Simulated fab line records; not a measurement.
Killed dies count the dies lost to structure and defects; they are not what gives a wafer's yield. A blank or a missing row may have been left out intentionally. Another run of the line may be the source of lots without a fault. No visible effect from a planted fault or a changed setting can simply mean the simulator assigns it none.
fab line records | flow n5_finfet
record: lots: 7 | wafers: 19 | last_day: 17
route steps=1938 shown FIN_SAQP@149 FIN_CUT@154
lots with no fault: from the same line, run without faults
start_h: hours from the record's first day to the start of the lot's first wafer shown | wait_h: hours from the lot's prior step to this one | " unchanged from the row above | L1.1+2: several wafers, shown together as one row | - no value, or no start given | * or withheld: withheld | < > ~ a bound
route shown NAME@n: a module of which the file shows steps, and the number in the route of the first | usual: the fault-free wafers' mean and standard deviation | same: alike in all rows | chamber/n: place in a boat | sites: the reading at each site | _std_site: their standard deviation | _edge_site: mean of outer sites minus mean of inner sites | radius_mm: how far each site lies from the wafer's centre | mask NAME#n: copy n | behind: the most recent tool/chamber to have shaped the wafer | hold: cause of the lot's hold/its duration in hours/its outcome | device: the transistor (n, p or np) that didn't switch | end of line: at the end of the route, the tests of the same wafers | a step given without rows: its recipe and nothing more | killed: not the wafer's yield, but the dies lost to structure and defects at the first sort | map: a wafer's dies, x killed, . not, _ none there
set.NAME: setting as actually run; set.NAME@STEP: the setting as run at that earlier step | model.NAME: the simulator's own value behind a step, which no gauge read
lots at some steps of the route; a table a step, a row a wafer
== steps ==
step: N5_FIN_SAQP_PRECLEAN_38
recipe: chemistry: O3/DIW | time_s: 45 | temp_c: 22 | o3_ppm: 10
step: N5_FIN_SAQP_PRECLEAN_45
recipe: chemistry: dHF | time_s: 10 | dilution: 500:1 | temp_c: 25
step: N5_FIN_SAQP_SRD_39
recipe: dry: ipa_marangoni | time_s: 30 | temp_c: 23 | rinse_liquid: diw
step: N5_FIN_SAQP_OCD_MEAS_76
usual: trench_depth_nm: 120.2/2.3
lot.wafer | tool   | chamber | start_h | wait_h | trench_depth_nm
L344.2    | ocd-01 | -       | 62.24   | 0.0    | 119.1
L344.6    | "      | -       | "       | "      | 121.1
L348.1    | ocd-01 | -       | 86.85   | 0.0    | 119.2
L348.4    | "      | -       | "       | "      | 123.2
L348.5    | "      | -       | "       | "      | 123.7
L352.2    | ocd-02 | -       | 110.02  | 0.0    | 117.2
L352.3    | "      | -       | "       | "      | 118.5
L352.4    | "      | -       | "       | "      | 117.0
L353.4    | ocd-01 | -       | 116.46  | 0.0    | 124.3
L353.5    | "      | -       | "       | "      | 122.5
L353.6    | "      | -       | "       | "      | 120.6
L354.2    | ocd-02 | -       | 123.84  | 0.0    | 123.7
L354.4    | "      | -       | "       | "      | 119.2
L354.6    | "      | -       | "       | "      | 124.8
L356.4    | ocd-01 | -       | 134.84  | 0.0    | 120.3
L356.5    | "      | -       | "       | "      | 118.2
L361.1    | ocd-02 | -       | 169.18  | 0.0    | 120.8
L361.3    | "      | -       | "       | "      | 119.5
L361.5    | "      | -       | "       | "      | 118.2
step: N5_FIN_SAQP_INSPECT_40
recipe: inspect_instrument: brightfield | mode: aei
usual: raw_defect_count: 242/65
lot.wafer | tool              | chamber | start_h | wait_h | raw_defect_count
L344.2    | defect_inspect-02 | -       | 62.27   | 0.0    | 169
L344.6    | "                 | -       | "       | "      | 302
L348.1    | defect_inspect-02 | -       | 86.88   | 0.0    | 274
L348.4    | "                 | -       | "       | "      | 254
L348.5    | "                 | -       | "       | "      | 228
L352.2    | defect_inspect-01 | -       | 110.05  | 0.0    | 225
L352.3    | "                 | -       | "       | "      | 214
L352.4    | "                 | -       | "       | "      | 164
L353.4    | defect_inspect-02 | -       | 116.49  | 0.0    | 190
L353.5    | "                 | -       | "       | "      | 177
L353.6    | "                 | -       | "       | "      | 204
L354.2    | defect_inspect-02 | -       | 123.87  | 0.0    | 244
L354.4    | "                 | -       | "       | "      | 181
L354.6    | "                 | -       | "       | "      | 141
L356.4    | defect_inspect-02 | -       | 134.87  | 0.0    | 169
L356.5    | "                 | -       | "       | "      | 163
L361.1    | defect_inspect-01 | -       | 169.21  | 0.0    | 336
L361.3    | "                 | -       | "       | "      | 352
L361.5    | "                 | -       | "       | "      | 462
step: N5_FIN_CUT_COAT_18
recipe: resist: SOC | temp_c: 250 | time_s: 60 | spin_rpm: 1500 | resist_thk_nm: 230
step: N5_FIN_CUT_COAT_19
recipe: resist: SiARC | temp_c: 220 | time_s: 60 | spin_rpm: 1500 | resist_thk_nm: 20
step: N5_FIN_CUT_COAT_29
recipe: resist: underlayer | temp_c: 205 | time_s: 60 | spin_rpm: 1500 | resist_thk_nm: 10
step: N5_FIN_CUT_COAT_02
recipe: resist: CAR-EUV | spin_rpm: 1500 | resist_thk_nm: 30
step: N5_FIN_CUT_EBR_04
recipe: solvent: PGMEA | ebr_width_mm: 1.5
step: N5_FIN_CUT_SOFTBAKE_03
recipe: temp_c: 110 | time_s: 60 | resist: CAR-EUV
step: N5_FIN_CUT_EXPOSE_05
recipe: mask_id: FIN_CUT | na: 0.33 | source_shape: annular | sigma_inner: 0.35 | sigma_outer: 0.8 | polarization: unpolarized | dose_mj: 45.75
step: N5_FIN_CUT_PEB_06
recipe: peb_temp_c: 100 | peb_time_s: 60 | resist: CAR-EUV
usual: chill_plate_temp_C: 22.99/0.097 | exhaust_pa: 44.8/0.88 | peb_time_s: 60/0
lot.wafer | tool           | chamber | start_h | wait_h | chill_plate_temp_C | exhaust_pa | peb_time_s
L344.2    | litho_track-01 | 0       | 62.50   | 0.1    | 22.89              | 45.2       | 60
L344.6    | "              | 0       | "       | "      | 22.83              | 42.8       | 60
L348.1    | litho_track-04 | 0       | 87.11   | 0.1    | 23.07              | 45.8       | 60
L348.4    | "              | 0       | "       | "      | 23.08              | 45.5       | 60
L348.5    | "              | 0       | "       | "      | 23.12              | 44.9       | 60
L352.2    | litho_track-02 | -       | 110.28  | 0.1    | -                  | -          | -
L352.3    | "              | -       | "       | "      | -                  | -          | -
L352.4    | "              | -       | "       | "      | -                  | -          | -
L353.4    | litho_track-01 | -       | 116.85  | 0.0    | -                  | -          | -
L353.5    | "              | -       | "       | "      | -                  | -          | -
L353.6    | "              | -       | "       | "      | -                  | -          | -
L354.2    | litho_track-01 | -       | 124.11  | 0.1    | -                  | -          | -
L354.4    | "              | -       | "       | "      | -                  | -          | -
L354.6    | "              | -       | "       | "      | -                  | -          | -
L356.4    | litho_track-02 | 0       | 135.23  | 0.0    | 22.97              | 45.5       | 60
L356.5    | "              | 0       | "       | "      | 22.98              | 45.1       | 60
L361.1    | litho_track-01 | 0       | 169.45  | 0.1    | 22.99              | 43.8       | 60
L361.3    | "              | 0       | "       | "      | 23.10              | 43.4       | 60
L361.5    | "              | 0       | "       | "      | 23.15              | 44.6       | 60
step: N5_FIN_CUT_DEVELOP_07
recipe: develop_time_s: 30 | developer: TMAH | resist: CAR-EUV | rinse_liquid: surfactant_rinse | dry: air_spin | dev_temp_c: 23
== key ==
first_sign: step: N5_FIN_CUT_PEB_06 | reading: tool_record | direction: missing
effect none on later readings
met_at N5_FIN_CUT_PEB_06
struck_wafers L352.2,L352.3,L352.4,L353.4,L353.5,L353.6,L354.2,L354.4,L354.6
later_rows_left_out L352.2,L352.3,L352.4,L353.4,L353.5,L353.6,L354.2,L354.4,L354.6
sort_left_out L352.2,L352.3,L352.4,L353.4,L353.5,L353.6,L354.2,L354.4,L354.6
tester_left_out L352,L353,L354
onset_between 62.50 110.28
fault: kind: skipped_step_whole | tool: litho_track-01,litho_track-02 | chamber: - | onset_h: 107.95 | steps: N5_FIN_CUT_PEB_06 | scope: struck_lots_only
tester_left_out: of these lots the tester's yield and bins aren't shown, on N5 and GAA mostly nor the transistor test; their killed dies are dies lost to structure and defects alone, not to doping, threshold or leakage, so they don't give the yield
sort_left_out: the simulated sort isn't trusted on such a fault, so these wafers' sort isn't shown, and their yield isn't known
later_rows_left_out: the simulator's readings of these wafers behind a module that went badly wrong aren't trusted and aren't shown, but for the sort
